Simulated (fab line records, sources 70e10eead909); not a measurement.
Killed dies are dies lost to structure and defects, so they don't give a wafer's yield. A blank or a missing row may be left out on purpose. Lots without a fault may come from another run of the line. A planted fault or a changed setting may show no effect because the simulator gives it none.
fab line records | flow nand_harc
record lots=13 wafers=39 last_day=33
route steps=1302 shown A_M0@1168 A_BONDPAD@1221 THIN_TSV@1295
lots that met no fault: from a run of the same line without faults
start_h: hours from the record's first day to the start of the lot's first wafer shown | wait_h: hours since the lot's step before | " the same as in the row above | L1.1+2: a row that stands for several wafers | - no value, or no start given | * or withheld: withheld | < > ~ a bound
route shown NAME@n: a module of which the file shows steps, and the number in the route of the first | usual: mean/standard deviation of fault-free wafers | same: alike in all rows | chamber/n: place in a boat | sites: the reading at each site | _std_site: their standard deviation | _edge_site: outer sites' mean less inner sites' | radius_mm: how far each site lies from the wafer's centre | mask NAME#n: copy n | behind: the tool/chamber that last shaped the wafer | hold: why the lot was held/for how many hours/how that ended | device: the transistor (n, p or np) that didn't switch | end of line: the same wafers' tests at the end of the route | a step without rows: its recipe alone | killed: dies lost to structure and defects at the first sort, not the wafer's yield | map: a wafer's dies, x killed, . not, _ none there
set.NAME: the setting as run; set.NAME@STEP: as run at that earlier step | model.NAME: the simulator's own value behind a step, which no gauge read
steps of the route over a sample of lots; a table a step, a row a wafer
services: from which hour (start_h, from the record's first day; less than 0 if before it) a tool's chamber was out of use, for how many hours, and why
## steps
# step NHARC_A_M0_DEP_32
# recipe target_thk_a=300 temp_c=370 target_thk_nm=30 pressure_torr=3 flow_sccm=200 rf_w=450 material=SiCN
# usual heater_power_w=549/93 susceptor_temp_C=370.02/0.2
# columns lot.wafer tool chamber start_h wait_h heater_power_w susceptor_temp_C
L629.1 pecvd-04 1 535.35 0.1 522 369.84
L629.3 " 2 " " 543 370.28
L629.5 " 2 " " 537 370.30
L634.3 pecvd-04 0 602.42 0.1 669 370.28
L634.6 " 2 " " 530 369.87
L634.5 " 0 " " 670 370.36
L637.1 pecvd-02 1 603.27 0.1 446 370.11
L637.5 " 2 " " 717 370.00
L637.4 " 0 " " 501 370.01
L641.3 pecvd-02 1 651.94 0.1 491 370.29
L641.1 " 2 " " 644 370.27
L641.4 " 1 " " 481 370.24
L645.1 pecvd-03 0 688.98 0.1 625 369.96
L645.2 " 1 " " 474 370.06
L645.4 " 0 " " 638 370.20
L643.3 pecvd-03 1 693.70 0.1 451 370.34
L643.1 " 2 " " 629 369.97
L643.5 " 2 " " 608 369.86
L646.4 pecvd-03 2 707.05 0.2 569 369.87
L646.5 " 0 " " 641 370.08
L646.6 " 1 " " 443 369.98
L647.4 pecvd-02 1 708.71 0.2 423 369.87
L647.5 " 2 " " 588 369.88
L647.6 " 0 " " 426 370.02
L648.1 pecvd-03 1 722.26 0.1 482 369.68
L648.4 " 2 " " 623 370.43
L648.5 " 0 " " 679 370.22
L649.1 pecvd-02 1 724.52 0.1 468 370.07
L649.5 " 0 " " 473 369.93
L649.4 " 2 " " 705 369.99
L651.1 pecvd-04 0 748.48 0.1 664 369.93
L651.4 " 1 " " 434 369.95
L651.6 " 2 " " 542 370.36
L650.1 pecvd-02 1 751.14 0.1 448 369.99
L650.3 " 2 " " 686 369.95
L650.5 " 1 " " 446 370.14
L652.1 pecvd-02 2 751.74 0.1 660 369.71
L652.3 " 1 " " 477 370.17
L652.4 " 0 " " 493 370.08
# step NHARC_A_BONDPAD_CD_MEAS_13
# usual cd_nm=501/3
# columns lot.wafer tool chamber start_h wait_h cd_nm
L629.1 cd_sem-01 - 541.81 - 500
L629.3 " - " " 498
L629.5 " - " " 498
L634.3 cd_sem-02 - 608.68 - 506
L634.5 " - " " 503
L634.6 " - " " 505
L637.1 cd_sem-01 - 609.80 - 498
L637.4 " - " " 499
L637.5 " - " " 501
L641.1 cd_sem-03 - 658.23 - 500
L641.3 " - " " 500
L641.4 " - " " 495
L645.1 cd_sem-01 - 695.41 - 501
L645.2 " - " " 501
L645.4 " - " " 504
L643.1 cd_sem-02 - 700.65 - 497
L643.3 " - " " 499
L643.5 " - " " 494
L646.4 cd_sem-01 - 713.28 - 501
L646.5 " - " " 499
L646.6 " - " " 499
L647.4 cd_sem-01 - 714.79 - 497
L647.5 " - " " 497
L647.6 " - " " 498
L648.1 cd_sem-01 - 728.61 - 505
L648.4 " - " " 500
L648.5 " - " " 503
L649.1 cd_sem-02 - 730.82 - 506
L649.4 " - " " 504
L649.5 " - " " 504
L651.1 cd_sem-01 - 754.88 - 498
L651.4 " - " " 498
L651.6 " - " " 500
L650.1 cd_sem-02 - 757.45 - 506
L650.3 " - " " 502
L650.5 " - " " 504
L652.1 cd_sem-02 - 758.12 - 498
L652.3 " - " " 506
L652.4 " - " " 500
# step NHARC_THIN_TSV_ETCH_36
# recipe target_depth_a=650 over_etch_frac=0.3 time_s=18.571 ion_energy_ev=150 chemistry=Cl2/BCl3
# usual drypump_motor_current_A=5.52/0.25 oes_product_au=1.004/0.013 run_length_s=39.9/0.31
# columns lot.wafer tool chamber start_h wait_h drypump_motor_current_A oes_product_au rf_hours_counter_h run_length_s
L629.1 rie_metal-01 0 562.76 0.2 5.38 0.997 2.8 39.8
L629.3 " 0 " " 5.39 0.990 - 39.9
L629.5 " 0 " " 5.38 0.986 - 39.9
L634.3 rie_metal-01 1 630.04 0.1 5.82 0.999 - 39.3
L634.6 " 1 " " 5.81 1.001 - 39.5
L634.5 " 0 " " 5.40 0.994 - 40.3
L637.1 rie_metal-03 0 631.14 0.3 5.28 1.009 1.4 35.4
L637.4 " 1 " " 5.16 1.032 - 39.8
L637.5 " 0 " " 5.26 1.008 - 35.5
L641.1 rie_metal-02 0 681.19 0.2 5.69 0.987 0.7 40.2
L641.3 " 1 " " 5.71 1.001 - 39.8
L641.4 " 0 " " 5.68 0.997 - 39.9
L645.1 rie_metal-01 0 717.16 0.2 5.39 0.971 2.3 40.0
L645.2 " 1 " " 5.84 0.999 2.8 39.4
L645.4 " 1 " " 5.84 1.008 - 39.5
L643.1 rie_metal-02 1 722.06 0.2 5.73 1.004 1.3 40.2
L643.3 " 1 " " 5.74 1.014 - 40.4
L643.5 " 0 " " 5.69 0.990 - 40.0
L646.4 rie_metal-02 0 735.01 0.1 5.69 0.999 - 39.9
L646.6 " 1 " " 5.71 1.013 - 40.2
L646.5 " 0 " " 5.72 0.991 - 39.9
L647.4 rie_metal-01 0 735.89 0.1 5.40 0.972 - 39.9
L647.5 " 1 " " 5.83 1.012 - 39.3
L647.6 " 0 " " 5.39 0.977 - 39.9
L648.1 rie_metal-03 0 753.66 0.2 5.29 0.989 1.0 40.1
L648.4 " 0 " " 5.29 0.991 - 39.8
L648.5 " 1 " " 5.15 1.008 - 40.0
L649.1 rie_metal-02 0 755.07 0.2 5.68 1.000 2.0 39.8
L649.4 " 1 " " 5.77 1.018 - 40.3
L649.5 " 0 " " 5.66 0.995 - 39.7
L651.1 rie_metal-02 1 775.66 0.2 5.74 1.007 2.2 39.8
L651.4 " 0 " " 5.71 0.986 - 39.7
L651.6 " 0 " " 5.70 0.993 - 40.4
L650.1 rie_metal-03 1 776.89 0.2 5.16 1.017 1.4 39.7
L650.3 " 1 " " 5.16 1.009 - 39.5
L650.5 " 1 " " 5.16 1.011 - 40.4
L652.1 rie_metal-01 1 779.36 0.2 5.84 1.009 0.5 39.3
L652.4 " 0 " " 5.39 1.007 - 40.0
L652.3 " 1 " " 5.83 1.023 - 39.3
# step NHARC_THIN_TSV_INSPECT_40
# usual raw_defect_count=534/77
# columns lot.wafer tool chamber start_h wait_h raw_defect_count
L629.1 defect_inspect-02 - 568.56 0.4 445
L629.3 " - " " 467
L629.5 " - " " 443
L637.1 defect_inspect-02 - 634.63 0.4 568
L637.4 " - " " 553
L637.5 " - " " 525
L634.3 defect_inspect-01 - 634.64 0.4 637
L634.5 " - " " 567
L634.6 " - " " 655
L641.1 defect_inspect-01 - 685.73 0.4 531
L641.3 " - " " 528
L641.4 " - " " 503
L645.1 defect_inspect-02 - 722.57 0.4 551
L645.2 " - " " 524
L645.4 " - " " 546
L643.1 defect_inspect-01 - 727.59 0.4 465
L643.3 " - " " 471
L643.5 " - " " 470
L646.4 defect_inspect-01 - 743.00 0.4 498
L646.5 " - " " 397
L646.6 " - " " 424
L647.4 defect_inspect-02 - 743.00 0.4 484
L647.5 " - " " 575
L647.6 " - " " 420
L648.1 defect_inspect-01 - 759.08 0.4 537
L648.4 " - " " 473
L648.5 " - " " 616
L649.1 defect_inspect-01 - 759.08 0.4 481
L649.4 " - " " 588
L649.5 " - " " 529
L651.1 defect_inspect-01 - 781.82 0.4 624
L651.4 " - " " 506
L651.6 " - " " 583
L652.1 defect_inspect-02 - 781.84 0.4 486
L652.3 " - " " 536
L652.4 " - " " 534
L650.1 defect_inspect-01 - 781.84 0.4 451
L650.3 " - " " 566
L650.5 " - " " 652
## services
# columns tool chamber start_h hours kind
rie_metal-03 0 513.37 3.7 repair
pecvd-02 0 514.61 11.8 repair
rie_metal-03 - 519.00 9.0 pm
pecvd-04 - 521.73 0.7 repair
pecvd-04 0 530.07 4.7 repair
pecvd-04 1 543.51 4.8 repair
pecvd-03 - 547.00 13.0 pm
rie_metal-01 - 556.75 0.5 repair
rie_metal-01 0 573.81 24.2 repair
rie_metal-01 - 575.00 9.0 pm
pecvd-04 2 583.16 2.0 repair
pecvd-02 - 589.10 13.0 pm
pecvd-02 0 589.10 13.0 vent_cycle
pecvd-02 1 589.10 13.0 vent_cycle
pecvd-02 2 589.10 13.0 vent_cycle
pecvd-03 - 595.11 0.5 repair
rie_metal-02 - 631.07 9.0 pm
pecvd-04 - 631.27 13.0 pm
pecvd-02 - 678.61 0.7 repair
rie_metal-03 - 696.00 9.0 pm
rie_metal-03 - 711.34 0.5 repair
pecvd-03 - 728.03 13.0 pm
rie_metal-01 - 752.00 9.0 pm
pecvd-02 - 770.17 13.0 pm
## key
first_sign step=NHARC_THIN_TSV_ETCH_36 reading=run_length_s direction=down sigmas=14 usual=* struck=*
effect none on later readings
met_at NHARC_THIN_TSV_ETCH_36
struck_lots L637
struck_wafers L637.1,L637.5
not_acting_at NHARC_A_M0_DEP_32,NHARC_A_BONDPAD_CD_MEAS_13,NHARC_THIN_TSV_INSPECT_40
fault kind=process_parameter_drift tool=rie_metal-03 chamber=0 onset_h=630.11 steps=NHARC_THIN_TSV_ETCH_36 channel=time_s offset=* shape=step end_h=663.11 acts_in=* stated=*
